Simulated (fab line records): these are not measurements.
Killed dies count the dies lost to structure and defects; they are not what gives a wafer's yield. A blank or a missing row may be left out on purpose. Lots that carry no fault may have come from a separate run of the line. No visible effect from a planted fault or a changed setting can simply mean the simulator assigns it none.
Which tool was responsible? -- flow n5_finfet -- 36 wafers from 12 lots sampled at 3 of the route's 1938 steps

WHAT THE GAUGES READ, wafer by wafer
N5_MIM_BOT_LITHO_OVL_MEAS_11. Usual: MIM_BOT_OVL 1 nm, standard deviation 5.3.
lot,measured,on,MIM_BOT_OVL (nm),flag
L860,day 13 01:49,overlay-01,-2 -6 -16,
L862,day 13 16:46,overlay-02,-1 -2 -7,
L863,day 13 18:10,overlay-02,-3 -4 1,
L864,day 14 15:53,overlay-02,-11 -7 -8,
L869,day 14 19:25,overlay-01,11 7 6,
L871,day 15 00:35,overlay-02,1 -1 5,
L874,day 16 17:04,overlay-01,-3 -2 6,
L875,day 15 20:13,overlay-01,7 4 6,
L876,day 17 01:49,overlay-01,3 1 -2,
L877,day 17 00:56,overlay-02,0 7 -2,
L878,day 17 04:17,overlay-02,-5 -1 -5,
L879,day 17 16:08,overlay-01,-4 3 6,

TOOL THAT RAN EACH LOT (tool first, then ch and the chambers of the sampled wafers, then the start)
lot,N5_PMOS_HMC_CHANNEL_EPI_EPI_20,N5_MIM_TOP_ETCH_PECVD_03
L860,"epi_rpcvd-01 ch 0, day 2 00:04","pecvd-04 ch 1,2, day 13 01:18"
L862,"epi_rpcvd-01 ch 0, day 2 11:58","pecvd-02 ch 0,1,2, day 13 16:22"
L863,"epi_rpcvd-02 ch 0, day 2 17:55","pecvd-02 ch 0,2, day 13 17:47"
L864,"epi_rpcvd-01 ch 0, day 3 00:34","pecvd-01 ch 1,2, day 14 15:30"
L869,"epi_rpcvd-04 ch 0, day 4 06:41","pecvd-02 ch 0,1,2, day 14 18:55"
L871,"epi_rpcvd-01 ch 0, day 4 19:02","pecvd-02 ch 0,1,2, day 15 00:11"
L874,"epi_rpcvd-01 ch 0, day 5 12:52","pecvd-01 ch 0,1, day 16 16:34"
L875,"epi_rpcvd-02 ch 0, day 5 18:13","pecvd-01 ch 1,2, day 15 19:50"
L876,"epi_rpcvd-04 ch 0, day 5 23:40","pecvd-01 ch 0,1,2, day 17 01:18"
L877,"epi_rpcvd-02 ch 0, day 6 07:11","pecvd-04 ch 0,2, day 17 00:24"
L878,"epi_rpcvd-04 ch 0, day 6 12:22","pecvd-02 ch 1,2, day 17 03:46"
L879,"epi_rpcvd-02 ch 0, day 6 18:50","pecvd-01 ch 0,2, day 17 15:37"
- N5_PMOS_HMC_CHANNEL_EPI_EPI_20: deposits SiGe30, target thk 59 nm.
- N5_MIM_TOP_ETCH_PECVD_03: deposits SiNx from SiH4/NH3/N2, target thk 20 nm, time 17.6 s.

AS READ BY THE TOOLS THEMSELVES (means over the sampled wafers that have a number; for cases with no such wafer, the mark the record gives instead)
N5_MIM_TOP_ETCH_PECVD_03. Usual: heater_power_w 793 W, standard deviation 76; showerhead_plenum_p_Torr 5.16 Torr, standard deviation 0.066; throttle_valve_pct 40.1 %, standard deviation 2.7.
lot,tool,heater_power_w (W),showerhead_plenum_p_Torr (Torr),throttle_valve_pct (%),flag
L860,pecvd-04,791,5.11,41.3,
L862,pecvd-02,842,5.11,38.6,
L863,pecvd-02,809,5.13,38.8,
L864,pecvd-01,785,5.21,38.7,
L869,pecvd-02,852,5.10,38.7,
L871,pecvd-02,805,5.11,38.7,
L874,pecvd-01,716,5.23,44.0,
L875,pecvd-01,759,5.22,41.1,
L876,pecvd-01,764,5.22,41.4,
L877,pecvd-04,824,5.19,41.3,
L878,pecvd-02,814,5.09,38.5,
L879,pecvd-01,810,5.22,42.1,

THE ANSWER, worked out from the rows above alone
Rule: a lot is off if the mean of its wafers that have a number lies more than 3 standard deviations from the usual mean. Also off: a lot with no number at a reading for which 4 or more lots have one. Any other lot the step has rows for is counted as sound. First the gauges in route order, then the tools' own readings, where a lot's mean is used as printed above. At the first step where some lot is off, the reading lying furthest off is the one used; lots without a number count as furthest.
No lot is off at any reading shown: from this, nothing can be told.

WHAT HAD BEEN PUT IN BY THE SIMULATOR
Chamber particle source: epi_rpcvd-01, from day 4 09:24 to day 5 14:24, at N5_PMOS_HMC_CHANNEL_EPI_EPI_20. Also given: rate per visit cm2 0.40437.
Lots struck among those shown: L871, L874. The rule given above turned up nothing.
